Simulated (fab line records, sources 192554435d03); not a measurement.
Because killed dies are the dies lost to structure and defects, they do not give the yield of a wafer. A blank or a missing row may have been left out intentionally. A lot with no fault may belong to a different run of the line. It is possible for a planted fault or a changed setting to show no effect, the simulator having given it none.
Matching of chambers :: flow n5Finfet :: N5_BEOL_M9_STRIP_36 on rieDiel-06: 4 sister chambers
The step strips in N2/H2. 16 wafers are shown with their chamber, then 8 later ones without.

== WAFERS WITH THEIR CHAMBER ==
wafer: L076.3
chamber: 3
showerheadPlenumPTorr (Torr): 2.56
throttleValvePct (%): 23.34
drypumpMotorCurrentA (A): 5.5

wafer: L076.4
chamber: 1
showerheadPlenumPTorr (Torr): 2.51
throttleValvePct (%): 23.31
drypumpMotorCurrentA (A): 5.4

wafer: L076.5
chamber: 2
showerheadPlenumPTorr (Torr): 2.63
throttleValvePct (%): 24.00
drypumpMotorCurrentA (A): 5.2

wafer: L077.2
chamber: 1
showerheadPlenumPTorr (Torr): 2.51
throttleValvePct (%): 23.29
drypumpMotorCurrentA (A): 5.5

wafer: L077.3
chamber: 2
showerheadPlenumPTorr (Torr): 2.63
throttleValvePct (%): 24.02
drypumpMotorCurrentA (A): 5.2

wafer: L077.6
chamber: 2
showerheadPlenumPTorr (Torr): 2.63
throttleValvePct (%): 24.01
drypumpMotorCurrentA (A): 5.2

wafer: L081.1
chamber: 2
showerheadPlenumPTorr (Torr): 2.63
throttleValvePct (%): 24.01
drypumpMotorCurrentA (A): 5.2

wafer: L081.3
chamber: 0
showerheadPlenumPTorr (Torr): 2.47
throttleValvePct (%): 23.74
drypumpMotorCurrentA (A): 5.9

wafer: L081.5
chamber: 3
showerheadPlenumPTorr (Torr): 2.55
throttleValvePct (%): 23.34
drypumpMotorCurrentA (A): 5.5

wafer: L087.2
chamber: 2
showerheadPlenumPTorr (Torr): 2.62
throttleValvePct (%): 24.02
drypumpMotorCurrentA (A): 5.2

wafer: L087.5
chamber: 1
showerheadPlenumPTorr (Torr): 2.51
throttleValvePct (%): 23.33
drypumpMotorCurrentA (A): 5.5

wafer: L087.6
chamber: 0
showerheadPlenumPTorr (Torr): 2.47
throttleValvePct (%): 23.76
drypumpMotorCurrentA (A): 5.9

wafer: L090.2
chamber: 2
showerheadPlenumPTorr (Torr): 2.62
throttleValvePct (%): 24.02
drypumpMotorCurrentA (A): 5.2

wafer: L090.4
chamber: 0
showerheadPlenumPTorr (Torr): 2.47
throttleValvePct (%): 23.80
drypumpMotorCurrentA (A): 5.9

wafer: L090.6
chamber: 2
showerheadPlenumPTorr (Torr): 2.62
throttleValvePct (%): 24.04
drypumpMotorCurrentA (A): 5.2

wafer: L091.1
chamber: 0
showerheadPlenumPTorr (Torr): 2.47
throttleValvePct (%): 23.80
drypumpMotorCurrentA (A): 5.9

SIGNATURES (averages over the wafers above)
reading: showerheadPlenumPTorr
chamber 0: 2.4700
chamber 1: 2.5100
chamber 2: 2.6257
chamber 3: 2.5550
scatter within a chamber: 0.0043

reading: throttleValvePct
chamber 0: 23.7750
chamber 1: 23.3100
chamber 2: 24.0171
chamber 3: 23.3400
scatter within a chamber: 0.0192

reading: drypumpMotorCurrentA
chamber 0: 5.900
chamber 1: 5.467
chamber 2: 5.200
chamber 3: 5.500
scatter within a chamber: 0.0236
Rule: a wafer's distance from a chamber is the root of the sum, over the readings, of the square of ((its reading less the chamber's mean) divided by the reading's scatter). The wafer belongs to the nearest chamber; if the next one is less than 2 further off, it can't be placed. The scatter: take each reading less its chamber's mean, square it, sum over the shown wafers, divide by the number of wafers less the number of chambers, and take the root.

== WAFERS WHOSE CHAMBER IS MISSING ==
wafer: L091.3
showerheadPlenumPTorr (Torr): 2.62
throttleValvePct (%): 24.01
drypumpMotorCurrentA (A): 5.2

wafer: L091.6
showerheadPlenumPTorr (Torr): 2.62
throttleValvePct (%): 24.04
drypumpMotorCurrentA (A): 5.2

wafer: L094.1
showerheadPlenumPTorr (Torr): 2.46
throttleValvePct (%): 23.82
drypumpMotorCurrentA (A): 5.9

wafer: L094.2
showerheadPlenumPTorr (Torr): 2.50
throttleValvePct (%): 23.36
drypumpMotorCurrentA (A): 5.5

wafer: L094.6
showerheadPlenumPTorr (Torr): 2.50
throttleValvePct (%): 23.37
drypumpMotorCurrentA (A): 5.5

wafer: L095.1
showerheadPlenumPTorr (Torr): 2.54
throttleValvePct (%): 23.38
drypumpMotorCurrentA (A): 5.5

wafer: L095.3
showerheadPlenumPTorr (Torr): 2.46
throttleValvePct (%): 23.82
drypumpMotorCurrentA (A): 5.9

wafer: L095.5
showerheadPlenumPTorr (Torr): 2.54
throttleValvePct (%): 23.39
drypumpMotorCurrentA (A): 5.5

== EACH ONE'S CHAMBER ==
wafer: L091.3
from the rows above: 2
in truth: 2

wafer: L091.6
from the rows above: 2
in truth: 2

wafer: L094.1
from the rows above: 0
in truth: 0

wafer: L094.2
from the rows above: 1
in truth: 1

wafer: L094.6
from the rows above: 1
in truth: 1

wafer: L095.1
from the rows above: 3
in truth: 3

wafer: L095.3
from the rows above: 0
in truth: 0

wafer: L095.5
from the rows above: 3
in truth: 3
Placed correctly: 8 of 8. Can't be placed from these rows: 0. Placed wrongly: 0.
